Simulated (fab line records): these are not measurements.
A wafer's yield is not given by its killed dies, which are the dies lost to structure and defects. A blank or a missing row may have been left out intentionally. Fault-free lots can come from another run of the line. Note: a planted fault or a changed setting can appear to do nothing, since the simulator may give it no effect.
fab line records    flow n5_finfet
record lots=11  wafers=33  last_day=19
route steps=1938 shown ZERO_LAYER@13 WELL_APT@50 PMOS_HMC_CHANNEL_EPI@62 PASSIVATION@1936
lots untouched by any fault: they come from a run of this same line in which no faults occurred
start_h: the number of hours between the record's first day and the start of the first shown wafer of the lot    wait_h: how many hours have passed since the lot's step before this one    " as in the row above    L1.1+2: one row covering several wafers at once    - no value, or no start was given    * or withheld: withheld    < > ~ a bound
route shown NAME@n: NAME is a module with steps in the file, n the number in the route of the first one    usual: mean/standard deviation taken from wafers without a fault    same: alike in all rows    chamber/n: place in a boat    sites: the reading at each site    _std_site: the values' standard deviation    _edge_site: inner sites' mean taken away from outer sites' mean    radius_mm: how far each site lies from the wafer's centre    mask NAME#n: copy n    behind: the tool/chamber that last shaped the wafer    hold: why the lot went on hold/how many hours it stayed there/how the hold came to an end    device: the n, p or np transistor that did not switch    end of line: the route-end tests of the same wafers    step lacking rows: just its recipe    killed: at the first sort, the dies lost to defects and structure; wafer yield is something else    map: the dies of a wafer, with x for killed, . for not killed, _ for no die there
set.NAME: the setting that was run; set.NAME@STEP: the one run at that earlier step    model.NAME: the simulator's own value behind a step, which no gauge read
the route's steps for a sample of lots (tables are steps, rows are wafers)
services: a tool's chamber out of use, with start hour (start_h, from the record's first day; less than 0 if before it), hours out, and reason
## steps
# step N5_ZERO_LAYER_CD_MEAS_11
# recipe target_cd_nm=2000  landing_energy_ev=500  detector=se_inlens
# usual cd_nm=1999.4/1.9
# same landing_energy_ev=500
lot.wafer  tool       chamber  start_h  wait_h  cd_nm
L608.1     cd_sem-02  0        12.77    -       2001.0
L608.3     "          0        "        "       2002.1
L608.5     "          0        "        "       2000.9
L609.2     cd_sem-02  0        18.78    -       1998.4
L609.4     "          0        "        "       1997.2
L609.6     "          0        "        "       2000.1
L611.1     cd_sem-02  0        30.77    -       1999.8
L611.4     "          0        "        "       2000.0
L611.6     "          0        "        "       1998.0
L612.2     cd_sem-02  0        36.67    -       1997.7
L612.4     "          0        "        "       1998.8
L612.6     "          0        "        "       1998.6
L613.2     cd_sem-02  0        42.89    -       2000.2
L613.3     "          0        "        "       1997.1
L613.5     "          0        "        "       1998.7
L615.1     cd_sem-01  0        54.77    -       1998.0
L615.2     "          0        "        "       1998.0
L615.6     "          0        "        "       2000.6
L616.1     cd_sem-02  0        60.64    -       1998.0
L616.4     "          0        "        "       2000.4
L616.5     "          0        "        "       1999.0
L626.3     cd_sem-02  0        120.77   -       2002.1
L626.5     "          0        "        "       1999.2
L626.6     "          0        "        "       2000.2
L627.2     cd_sem-02  0        126.77   -       1999.0
L627.3     "          0        "        "       1995.5
L627.4     "          0        "        "       1998.5
L628.3     cd_sem-01  0        132.80   -       1996.4
L628.5     "          0        "        "       1999.0
L628.6     "          0        "        "       2000.8
L631.3     cd_sem-03  0        150.65   -       1999.5
L631.4     "          0        "        "       2001.1
L631.5     "          0        "        "       1996.9
# step N5_WELL_APT_RTA_34
# recipe temp_c=1000  time_s=10  ambient=N2  idle_temp_c=600  ramp_up_c_per_s=150  ramp_down_c_per_s=60  cool_to_c=600
# usual lamp_power_pct=13.01/0.054  wafer_temp_C_max=1003.4/1.1
lot.wafer  tool           chamber  start_h  wait_h  lamp_power_pct  wafer_temp_C_max
L608.1     rtp_anneal-01  0        16.14    0.2     12.97           1003.3
L608.3     "              0        "        "       13.04           1003.5
L608.5     "              0        "        "       13.02           1001.0
L609.2     rtp_anneal-01  0        22.08    0.0     13.06           1002.9
L609.4     "              0        "        "       13.04           1002.5
L609.6     "              0        "        "       13.03           1003.4
L611.1     rtp_anneal-02  0        33.80    0.0     13.03           1004.4
L611.4     "              0        "        "       13.11           1003.9
L611.6     "              0        "        "       13.01           1002.6
L612.2     rtp_anneal-01  0        39.86    0.0     13.04           1004.8
L612.4     "              0        "        "       12.93           1003.1
L612.6     "              0        "        "       12.93           1003.9
L613.2     rtp_anneal-02  0        46.37    0.0     13.01           1003.5
L613.3     "              0        "        "       13.00           1005.0
L613.5     "              0        "        "       12.99           1003.4
L615.1     rtp_anneal-02  0        58.05    0.1     13.07           1005.1
L615.2     "              0        "        "       13.15           1004.1
L615.6     "              0        "        "       12.97           1003.1
L616.1     rtp_anneal-02  0        63.67    0.0     13.01           1002.2
L616.4     "              0        "        "       13.04           1005.1
L616.5     "              0        "        "       13.03           1004.4
L626.3     rtp_anneal-01  0        124.20   0.2     12.97           1003.2
L626.5     "              0        "        "       13.04           1005.5
L626.6     "              0        "        "       13.01           1002.7
L627.2     rtp_anneal-02  0        130.37   0.1     12.94           1003.1
L627.3     "              0        "        "       13.02           1003.8
L627.4     "              0        "        "       13.02           1006.1
L628.3     rtp_anneal-01  0        135.74   0.1     12.91           1005.6
L628.5     "              0        "        "       13.06           1002.2
L628.6     "              0        "        "       12.89           1002.6
L631.3     rtp_anneal-02  0        154.82   0.3     13.10           1002.7
L631.4     "              0        "        "       13.00           1003.9
L631.5     "              0        "        "       12.91           1003.7
# step N5_PMOS_HMC_CHANNEL_EPI_EXPOSE_06
# recipe mask_id=PMOS_HMC_BLK  na=1.35  source_shape=conventional  sigma_outer=0.8  polarization=unpolarized  target_cd_nm=240  dose_mj=41
# usual exposure_dose_mJ_cm2=40.98/0.042  focus_offset_nm=0.1/0.57
lot.wafer  tool             chamber  start_h  wait_h  mask            exposure_dose_mJ_cm2  focus_offset_nm
L608.1     arfi_scanner-01  0        17.53    -       PMOS_HMC_BLK#0  40.94                 0.2
L608.3     "                0        "        "       PMOS_HMC_BLK#0  40.96                 -0.1
L608.5     "                0        "        "       PMOS_HMC_BLK#0  40.92                 0.3
L609.2     arfi_scanner-01  0        23.19    -       PMOS_HMC_BLK#0  40.96                 -0.5
L609.4     "                0        "        "       PMOS_HMC_BLK#0  40.99                 -0.4
L609.6     "                0        "        "       PMOS_HMC_BLK#0  41.03                 -0.3
L611.1     arfi_scanner-01  0        35.01    -       PMOS_HMC_BLK#0  41.05                 0.6
L611.4     "                0        "        "       PMOS_HMC_BLK#0  41.03                 0.1
L611.6     "                0        "        "       PMOS_HMC_BLK#0  40.95                 0.3
L612.2     arfi_scanner-03  0        41.05    -       PMOS_HMC_BLK#0  41.03                 0.8
L612.4     "                0        "        "       PMOS_HMC_BLK#0  41.00                 0.9
L612.6     "                0        "        "       PMOS_HMC_BLK#0  41.02                 0.3
L613.2     arfi_scanner-02  0        47.55    -       PMOS_HMC_BLK#0  40.92                 0.2
L613.3     "                0        "        "       PMOS_HMC_BLK#0  40.95                 -0.4
L613.5     "                0        "        "       PMOS_HMC_BLK#0  41.01                 -0.2
L615.1     arfi_scanner-03  0        59.67    -       PMOS_HMC_BLK#0  40.93                 0.4
L615.2     "                0        "        "       PMOS_HMC_BLK#0  40.97                 -0.8
L615.6     "                0        "        "       PMOS_HMC_BLK#0  40.95                 -0.1
L616.1     arfi_scanner-03  0        64.73    -       PMOS_HMC_BLK#0  40.99                 0.0
L616.4     "                0        "        "       PMOS_HMC_BLK#0  41.01                 0.1
L616.5     "                0        "        "       PMOS_HMC_BLK#0  41.03                 -0.7
L626.3     arfi_scanner-01  0        125.24   -       PMOS_HMC_BLK#0  37.58                 0.8
L626.5     "                0        "        "       PMOS_HMC_BLK#0  37.62                 0.6
L626.6     "                0        "        "       PMOS_HMC_BLK#0  37.69                 1.0
L627.2     arfi_scanner-01  0        131.63   -       PMOS_HMC_BLK#0  36.90                 -0.4
L627.3     "                0        "        "       PMOS_HMC_BLK#0  36.90                 -0.3
L627.4     "                0        "        "       PMOS_HMC_BLK#0  36.91                 -0.3
L628.3     arfi_scanner-02  0        136.92   -       PMOS_HMC_BLK#0  40.92                 0.7
L628.5     "                0        "        "       PMOS_HMC_BLK#0  40.91                 0.7
L628.6     "                0        "        "       PMOS_HMC_BLK#0  40.90                 0.3
L631.3     arfi_scanner-03  0        156.02   -       PMOS_HMC_BLK#0  40.96                 1.1
L631.4     "                0        "        "       PMOS_HMC_BLK#0  40.93                 0.2
L631.5     "                0        "        "       PMOS_HMC_BLK#0  40.96                 -1.2
# step N5_PMOS_HMC_CHANNEL_EPI_CD_MEAS_09
# recipe target_cd_nm=237.4  landing_energy_ev=500  detector=se_inlens
# usual cd_nm=237.1/0.99
# same landing_energy_ev=500
lot.wafer  tool       chamber  start_h  wait_h  cd_nm
L608.1     cd_sem-01  0        17.65    -       237.3
L608.3     "          0        "        "       236.8
L608.5     "          0        "        "       237.2
L609.2     cd_sem-02  0        23.31    -       237.6
L609.4     "          0        "        "       237.4
L609.6     "          0        "        "       238.0
L611.1     cd_sem-02  0        35.13    -       237.8
L611.4     "          0        "        "       238.2
L611.6     "          0        "        "       238.7
L612.2     cd_sem-01  0        41.17    -       238.0
L612.4     "          0        "        "       236.4
L612.6     "          0        "        "       236.8
L613.2     cd_sem-01  0        47.67    -       239.0
L613.3     "          0        "        "       237.7
L613.5     "          0        "        "       237.4
L615.1     cd_sem-01  0        59.80    -       237.4
L615.2     "          0        "        "       237.7
L615.6     "          0        "        "       236.6
L616.1     cd_sem-02  0        64.86    -       237.8
L616.4     "          0        "        "       237.2
L616.5     "          0        "        "       235.7
L626.3     cd_sem-02  0        125.36   -       250.0
L626.5     "          0        "        "       245.5
L626.6     "          0        "        "       253.0
L627.2     cd_sem-01  0        131.75   -       245.0
L627.3     "          0        "        "       267.1
L627.4     "          0        "        "       269.4
L628.3     cd_sem-03  0        137.04   -       234.8
L628.5     "          0        "        "       234.2
L628.6     "          0        "        "       235.5
L631.3     cd_sem-01  0        156.14   -       236.2
L631.4     "          0        "        "       235.7
L631.5     "          0        "        "       236.3
# step N5_PMOS_HMC_CHANNEL_EPI_DESCUM_14
# recipe chemistry=O2  time_s=7.9  source_power_w=50  bias_power_w=20  pressure_mtorr=20  rf_frequency_hz=2.712e+07  temp_c=40  resist=CAR-ArF-block  o2_flow_sccm=225
# usual drypump_motor_current_A=5.5/0.47  oes_product_au=0.81/0.092  rf_vpp_V=243.7/1.7  showerhead_plenum_p_Torr=2.13/0.095  throttle_valve_pct=20.51/0.21
lot.wafer  tool         chamber  start_h  wait_h  drypump_motor_current_A  oes_product_au  rf_hours_counter_h  rf_vpp_V  showerhead_plenum_p_Torr  throttle_valve_pct
L608.1     rie_diel-05  1        17.74    0.0     5.6                      0.95            7                   244.5     2.24                      20.53
L608.3     "            3        "        "       6.1                      0.69            237                 242.3     2.07                      20.42
L608.5     "            3        "        "       6.1                      0.69            -                   243.4     2.07                      20.43
L609.2     rie_diel-04  2        23.45    0.1     5.1                      0.74            152                 242.6     2.01                      20.36
L609.4     "            0        "        "       5.3                      0.78            108                 243.7     2.11                      20.17
L609.6     "            2        "        "       5.1                      0.75            -                   241.9     2.01                      20.37
L611.1     rie_diel-04  3        35.22    0.0     4.9                      0.79            129                 243.8     2.16                      20.42
L611.4     "            2        "        "       5.1                      0.74            155                 241.2     2.01                      20.39
L611.6     "            2        "        "       5.1                      0.74            -                   242.8     2.01                      20.38
L612.2     rie_diel-05  1        41.25    0.0     5.6                      0.93            14                  243.8     2.24                      20.55
L612.4     "            2        "        "       5.0                      0.68            232                 243.0     1.98                      20.84
L612.6     "            1        "        "       5.6                      0.92            -                   245.8     2.24                      20.54
L613.2     rie_diel-04  1        47.85    0.1     5.0                      0.78            123                 244.7     2.16                      20.62
L613.3     "            3        "        "       4.9                      0.78            132                 243.9     2.16                      20.42
L613.5     "            0        "        "       5.3                      0.78            -                   243.4     2.11                      20.16
L615.1     rie_diel-05  0        60.02    0.2     5.8                      0.89            30                  245.4     2.25                      20.39
L615.2     "            2        "        "       5.1                      0.68            239                 240.2     1.98                      20.87
L615.6     "            2        "        "       5.0                      0.69            -                   239.8     1.98                      20.84
L616.1     rie_diel-03  2        64.94    0.0     6.1                      0.74            198                 243.5     2.17                      20.52
L616.4     "            1        "        "       6.0                      0.76            127                 242.9     2.11                      20.60
L616.5     "            2        "        "       6.1                      0.73            -                   243.2     2.17                      20.52
L626.3     rie_diel-03  0        125.45   0.0     4.9                      0.78            141                 241.6     2.02                      20.76
L626.5     "            2        "        "       6.1                      0.71            -                   244.5     2.16                      20.55
L626.6     "            1        "        "       6.0                      0.74            -                   243.0     2.11                      20.64
L627.2     rie_diel-05  1        132.01   0.2     5.6                      0.86            41                  245.1     2.23                      20.60
L627.3     "            0        "        "       5.8                      0.85            50                  245.3     2.24                      20.43
L627.4     "            0        "        "       5.8                      0.86            -                   245.2     2.24                      20.42
L628.3     rie_diel-05  2        137.12   0.0     5.0                      1.00            1                   243.9     2.24                      20.51
L628.5     "            2        "        "       5.0                      1.00            -                   246.0     2.24                      20.52
L628.6     "            1        "        "       5.6                      0.86            -                   244.7     2.23                      20.60
L631.3     rie_diel-05  3        156.22   0.0     6.1                      0.89            25                  242.4     2.06                      20.19
L631.4     "            0        "        "       5.8                      0.85            58                  242.5     2.24                      20.43
L631.5     "            3        "        "       6.1                      0.90            -                   242.0     2.06                      20.22
# step N5_PASSIVATION_PROBE_49
# usual killed_at_M0_to_M3=35/12  killed_at_M4_up=13/5.8  killed_at_contacts=12/5.5  killed_at_front_end=36/9.9  killed_at_other=4/3.7  killed_dies=101/18  killed_on_rim=13/4.1  killed_open=66/13  killed_short=33/8
# same gross_dies=1180  killed_at_back_side=0
lot.wafer  tool       chamber  start_h  wait_h  killed_at_M0_to_M3  killed_at_M4_up  killed_at_contacts  killed_at_front_end  killed_at_other  killed_dies  killed_on_rim  killed_open  killed_short
L611.1     prober-02  -        290.28   0.0     47                  40               9                   30                   1                127          17             85           40
L611.4     prober-02  -        290.43   0.2     38                  21               9                   48                   3                119          12             83           36
L611.6     prober-02  -        290.53   0.3     34                  29               10                  54                   1                128          13             88           39
L609.2     prober-01  -        299.99   0.1     40                  23               23                  55                   5                146          26             93           53
L609.4     prober-01  -        300.09   0.2     44                  17               8                   52                   2                123          7              83           38
L609.6     prober-01  -        300.19   0.3     47                  19               13                  46                   1                126          15             83           41
L616.1     prober-02  -        330.38   0.0     24                  8                17                  36                   2                87           8              59           23
L616.4     prober-02  -        330.53   0.2     44                  20               19                  28                   4                115          18             69           45
L615.1     prober-02  -        332.34   0.0     37                  10               12                  44                   1                104          18             65           39
L615.2     prober-02  -        332.39   0.1     43                  11               7                   36                   2                99           15             60           39
L615.6     prober-02  -        332.59   0.3     29                  8                15                  40                   3                95           10             62           32
L626.3     prober-02  -        393.72   0.1     22                  11               7                   25                   9                74           8              52           20
L626.5     prober-02  -        393.82   0.2     31                  12               8                   27                   4                82           7              57           23
L626.6     prober-02  -        393.87   0.3     24                  18               8                   36                   1                87           13             50           33
L627.2     prober-02  -        412.14   0.1     30                  20               17                  39                   0                106          12             62           38
L627.3     prober-02  -        412.19   0.1     40                  15               24                  92                   3                174          47             85           35
L627.4     prober-02  -        412.24   0.2     21                  21               11                  120                  0                173          47             62           29
# killed by level:class
L611.1 BEOL_M4:geometric_particle:open=26 BEOL_M2:geometric_particle:open=12 BEOL_M0_SAQP:geometric_particle:short=11 BEOL_M3:geometric_particle:open=10 BEOL_M4:geometric_particle:short=9 MOL_CONTACT_COAG:geometric_particle:open=8 GATE_CUT:geometric_particle:short=7 DUMMY_GATE:geometric_particle:open=5
L611.4 STI_FIN_REVEAL:geometric_particle:open=16 BEOL_M2:geometric_particle:open=13 FIN_SAQP:geometric_particle:open=9 BEOL_M3:geometric_particle:open=9 BEOL_M4:geometric_particle:open=9 FIN_SAQP:geometric_particle:short=8 MOL_CONTACT_COAG:geometric_particle:open=5 BEOL_M0_SAQP:geometric_particle:open=5
L611.6 BEOL_M4:geometric_particle:open=15 STI_FIN_REVEAL:geometric_particle:open=14 BEOL_M2:geometric_particle:open=13 MOL_CONTACT_COAG:geometric_particle:open=8 STI_FIN_REVEAL:geometric_particle:short=8 BEOL_M3:geometric_particle:open=7 FIN_SAQP:geometric_particle:open=5 BEOL_M1:geometric_particle:short=5
L609.2 MOL_CONTACT_COAG:geometric_particle:open=20 FIN_SAQP:geometric_particle:short=19 BEOL_M4:geometric_particle:open=14 FIN_SAQP:geometric_particle:open=13 BEOL_M3:geometric_particle:open=9 STI_FIN_REVEAL:geometric_particle:open=6 BEOL_M5:geometric_particle:open=6 BEOL_M0_SAQP:geometric_particle:open=6
L609.4 FIN_SAQP:geometric_particle:open=11 STI_FIN_REVEAL:geometric_particle:open=11 FIN_SAQP:geometric_particle:short=10 BEOL_M3:geometric_particle:open=9 DUMMY_GATE:geometric_particle:open=8 BEOL_M1:geometric_particle:open=8 BEOL_M3:geometric_particle:short=7 BEOL_M4:geometric_particle:open=7
L609.6 FIN_SAQP:geometric_particle:open=18 BEOL_M0_SAQP:geometric_particle:open=12 FIN_SAQP:geometric_particle:short=11 MOL_CONTACT_COAG:geometric_particle:open=7 BEOL_M2:geometric_particle:open=7 MOL_CONTACT_COAG:geometric_particle:short=6 BEOL_M1:geometric_particle:open=6 BEOL_M0_SAQP:geometric_particle:short=5
L616.1 MOL_CONTACT_COAG:geometric_particle:open=14 DUMMY_GATE:geometric_particle:open=6 BEOL_M0_SAQP:geometric_particle:short=6 FIN_SAQP:geometric_particle:open=5 STI_FIN_REVEAL:geometric_particle:open=5 BEOL_M2:geometric_particle:open=5 BEOL_M3:geometric_particle:open=5 BEOL_M0_SAQP:geometric_particle:open=4
L616.4 MOL_CONTACT_COAG:geometric_particle:open=12 BEOL_M0_SAQP:geometric_particle:short=12 BEOL_M0_SAQP:geometric_particle:open=11 BEOL_M2:geometric_particle:open=9 STI_FIN_REVEAL:geometric_particle:open=7 MOL_CONTACT_COAG:geometric_particle:short=7 BEOL_M4:geometric_particle:open=6 BEOL_M3:geometric_particle:open=6
L615.1 FIN_SAQP:geometric_particle:open=13 BEOL_M0_SAQP:geometric_particle:open=9 BEOL_M0_SAQP:geometric_particle:short=9 BEOL_M3:geometric_particle:open=9 GATE_CUT:geometric_particle:short=8 MOL_CONTACT_COAG:geometric_particle:open=8 MOL_CONTACT_COAG:geometric_particle:short=4 BEOL_M4:geometric_particle:open=4
L615.2 BEOL_M0_SAQP:geometric_particle:short=15 BEOL_M0_SAQP:geometric_particle:open=12 FIN_SAQP:geometric_particle:open=9 BEOL_M2:geometric_particle:open=8 FIN_SAQP:geometric_particle:short=6 MOL_CONTACT_COAG:geometric_particle:open=6 STI_FIN_REVEAL:geometric_particle:open=5 BEOL_M4:geometric_particle:open=4
L615.6 MOL_CONTACT_COAG:geometric_particle:open=11 FIN_SAQP:geometric_particle:open=10 GATE_CUT:geometric_particle:short=7 STI_FIN_REVEAL:geometric_particle:open=7 BEOL_M2:geometric_particle:open=6 BEOL_M0_SAQP:geometric_particle:open=5 BEOL_M1:geometric_particle:open=5 MOL_CONTACT_COAG:geometric_particle:short=4
L626.3 BEOL_M0_SAQP:geometric_particle:open=9 MOL_CONTACT_COAG:geometric_particle:open=7 MIM_TOP:geometric_particle:open=6 STI_FIN_REVEAL:geometric_particle:open=4 GATE_CUT:geometric_particle:open=4 BEOL_M0_SAQP:geometric_particle:short=4 FIN_SAQP:geometric_particle:open=3 GATE_CUT:geometric_particle:short=3
L626.5 STI_FIN_REVEAL:geometric_particle:open=10 BEOL_M4:geometric_particle:open=8 BEOL_M1:geometric_particle:open=7 BEOL_M2:geometric_particle:open=7 MOL_CONTACT_COAG:geometric_particle:open=6 BEOL_M0_SAQP:geometric_particle:open=6 BEOL_M0_SAQP:geometric_particle:short=3 BEOL_M3:geometric_particle:open=3
L626.6 BEOL_M4:geometric_particle:open=10 BEOL_M0_SAQP:geometric_particle:short=8 BEOL_M3:geometric_particle:open=8 MOL_CONTACT_COAG:geometric_particle:open=7 FIN_SAQP:geometric_particle:short=6 FIN_SAQP:geometric_particle:open=6 BEOL_M0_SAQP:geometric_particle:open=5 STI_FIN_REVEAL:geometric_particle:open=4
L627.2 MOL_CONTACT_COAG:geometric_particle:open=14 FIN_SAQP:geometric_particle:short=12 BEOL_M1:geometric_particle:open=10 GATE_CUT:geometric_particle:short=7 FIN_SAQP:geometric_particle:open=5 BEOL_M0_SAQP:geometric_particle:open=5 BEOL_M4:geometric_particle:open=5 BEOL_M4:geometric_particle:short=5
L627.3 PMOS_HMC_CHANNEL_EPI:area_expose=50 MOL_CONTACT_COAG:geometric_particle:open=21 BEOL_M0_SAQP:geometric_particle:open=14 BEOL_M4:geometric_particle:open=10 DUMMY_GATE:geometric_particle:open=7 FIN_SAQP:geometric_particle:open=6 STI_FIN_REVEAL:geometric_particle:open=6 BEOL_M1:geometric_particle:open=6
L627.4 PMOS_HMC_CHANNEL_EPI:area_expose=81 STI_FIN_REVEAL:geometric_particle:open=12 BEOL_M4:geometric_particle:open=12 FIN_SAQP:geometric_particle:short=8 MOL_CONTACT_COAG:geometric_particle:open=7 BEOL_M3:geometric_particle:open=7 BEOL_M4:geometric_particle:short=4 MOL_CONTACT_COAG:geometric_particle:short=4
## services
tool             chamber  start_h  hours  kind
arfi_scanner-01  -        -1.96    1.3    pm
arfi_scanner-03  -        -1.54    4.9    pm
arfi_scanner-03  -        13.66    1.0    pm
arfi_scanner-03  -        17.46    1.3    pm
rie_diel-03      -        20.48    2.8    pm
arfi_scanner-01  -        21.38    0.8    pm
arfi_scanner-01  -        25.34    4.7    repair
rie_diel-03      3        28.11    2.7    repair
arfi_scanner-03  -        30.08    0.4    repair
rie_diel-05      1        46.73    4.1    repair
arfi_scanner-01  -        59.28    8.5    repair
arfi_scanner-02  -        60.74    2.5    repair
arfi_scanner-03  -        63.22    1.0    pm
arfi_scanner-02  -        64.22    1.3    pm
rie_diel-03      1        70.57    13.5   repair
rie_diel-04      2        71.52    4.8    repair
arfi_scanner-01  -        73.31    3.9    repair
arfi_scanner-02  -        97.32    1.0    pm
rie_diel-05      2        111.70   7.9    repair
arfi_scanner-03  -        115.48   0.8    pm
arfi_scanner-01  -        119.36   1.0    pm
arfi_scanner-01  -        123.54   1.3    pm
arfi_scanner-03  -        142.96   1.3    pm
rie_diel-05      -        147.63   0.9    repair
## key
first_sign step=N5_PMOS_HMC_CHANNEL_EPI_EXPOSE_06  reading=exposure_dose_mJ_cm2  direction=down  sigmas=88  usual=40.98  struck=37.27
effect step=N5_PMOS_HMC_CHANNEL_EPI_CD_MEAS_09  reading=cd_nm  direction=up  sigmas=18  usual=237.1  struck=255.0  through=control_loop
effect step=N5_PASSIVATION_PROBE_49  reading=killed_at_front_end  direction=up  sigmas=2  usual=36  struck=56  wafers_moved=2
met_at N5_PMOS_HMC_CHANNEL_EPI_EXPOSE_06
struck_lots L626,L627
tester_left_out L626,L627
loop_trim step=N5_PMOS_HMC_CHANNEL_EPI_EXPOSE_06  setting=dose  lots=L626,L627
not_acting_at N5_ZERO_LAYER_CD_MEAS_11,N5_WELL_APT_RTA_34,N5_PMOS_HMC_CHANNEL_EPI_DESCUM_14
onset_between 35.01 125.24
fault kind=process_parameter_drift  tool=arfi_scanner-01  chamber=-  onset_h=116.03  steps=N5_PMOS_HMC_CHANNEL_EPI_EXPOSE_06  channel=focus_nm  offset=69.773  spread_by_wafer=0.3  shape=step  end_h=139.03
# tester_left_out: of these lots the tester's yield and bins aren't shown, on N5 and GAA mostly nor the transistor test; their killed dies are dies lost to structure and defects alone, not to doping, threshold or leakage, so they don't give the yield
# loop_trim: a control loop set the setting to another value than it would have without faults
